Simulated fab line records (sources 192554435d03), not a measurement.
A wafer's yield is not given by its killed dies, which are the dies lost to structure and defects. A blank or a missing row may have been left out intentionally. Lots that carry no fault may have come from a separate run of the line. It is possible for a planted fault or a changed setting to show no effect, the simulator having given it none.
Which tool was responsible? + flow n5Finfet + 7 lots with 21 wafers sampled at 3 steps, on a route of 1938 steps

WHAT THE GAUGES READ, wafer by wafer
N5_PASSIVATION_OVL_MEAS_63.
| lot  | measured     | on         | PAD_OVL (nm) |
|------|--------------|------------|--------------|
| L135 | day 15 04:07 | overlay-01 | 6 8 4        |
| L137 | day 15 18:47 | overlay-02 | 5 6 8        |
| L138 | day 16 07:10 | overlay-02 | -1 0 0       |
| L141 | day 17 07:21 | overlay-01 | - - -        |
| L150 | day 18 00:59 | overlay-01 | -4 3 1       |
| L146 | day 18 09:10 | overlay-01 | -7 -2 -3     |
| L152 | day 20 02:34 | overlay-01 | 11 1 -4      |

WHICH TOOL RAN EACH LOT (tool, then ch and the chambers of the sampled wafers, then the start)
| lot  | N5_PASSIVATION_ETCH_15                     | N5_PASSIVATION_PEB_28            |
|------|--------------------------------------------|----------------------------------|
| L135 | rieDiel-01 ch 0,1, day 15 03:58 or earlier | lithoTrack-05 ch 0, day 15 03:58 |
| L137 | rieDiel-04 ch 0,1, day 15 18:38 or earlier | lithoTrack-02 ch 0, day 15 18:38 |
| L138 | rieDiel-04 ch 0,3, day 16 07:01 or earlier | lithoTrack-01 ch 0, day 16 07:01 |
| L141 | rieDiel-05 ch 0,1, day 17 07:12 or earlier | lithoTrack-05, day 17 07:12      |
| L150 | rieDiel-01 ch 1,2, day 18 00:50 or earlier | lithoTrack-02 ch 0, day 18 00:50 |
| L146 | rieDiel-01 ch 0,2, day 18 09:01 or earlier | lithoTrack-02 ch 0, day 18 09:01 |
| L152 | rieDiel-05 ch 1,2, day 20 02:25 or earlier | lithoTrack-01 ch 0, day 20 02:25 |
- N5_PASSIVATION_ETCH_15: etches SiCN in CF4/N2, target depth 75 nm, time 81.2 s.
- N5_PASSIVATION_PEB_28

THE ANSWER, worked out from the rows above alone
Rule: usual is defined by the lots themselves. Put in order of their means at a reading, lots are off if they are a third of the lots or fewer, leave a main group of 4 or more, and stand apart from it by a gap of 3 or more times the standard deviation of the main group's means; of several such gaps the widest counts. A main group is skipped when, at the precision printed for the reading in the tables above, its means are all equal. Also off: a lot with no number at a reading for which 4 or more lots have one. All remaining lots with rows at the step are treated as sound.
Off: L141, seen at N5_PASSIVATION_OVL_MEAS_63 (PAD_OVL). Without a number there: L141. For the main group the mean is 2 nm and the standard deviation 3.7.
A tool fits if, at a process step before that reading, it ran every lot that is off, and no sound lot after the first of them. Gauges at N5_PASSIVATION_OVL_MEAS_63: tried the same way as those tools. With no start given for some of its lots, N5_PASSIVATION_ETCH_15 uses the hours and lot order of N5_PASSIVATION_PEB_28. One candidate fits, namely lithoTrack-05 at N5_PASSIVATION_PEB_28. A fault onset in the window from L135 (day 15 03:58, its last sound lot) to L141 (day 17 07:12, its first lot off) fits.

WHAT THE SIMULATOR HAD INSERTED
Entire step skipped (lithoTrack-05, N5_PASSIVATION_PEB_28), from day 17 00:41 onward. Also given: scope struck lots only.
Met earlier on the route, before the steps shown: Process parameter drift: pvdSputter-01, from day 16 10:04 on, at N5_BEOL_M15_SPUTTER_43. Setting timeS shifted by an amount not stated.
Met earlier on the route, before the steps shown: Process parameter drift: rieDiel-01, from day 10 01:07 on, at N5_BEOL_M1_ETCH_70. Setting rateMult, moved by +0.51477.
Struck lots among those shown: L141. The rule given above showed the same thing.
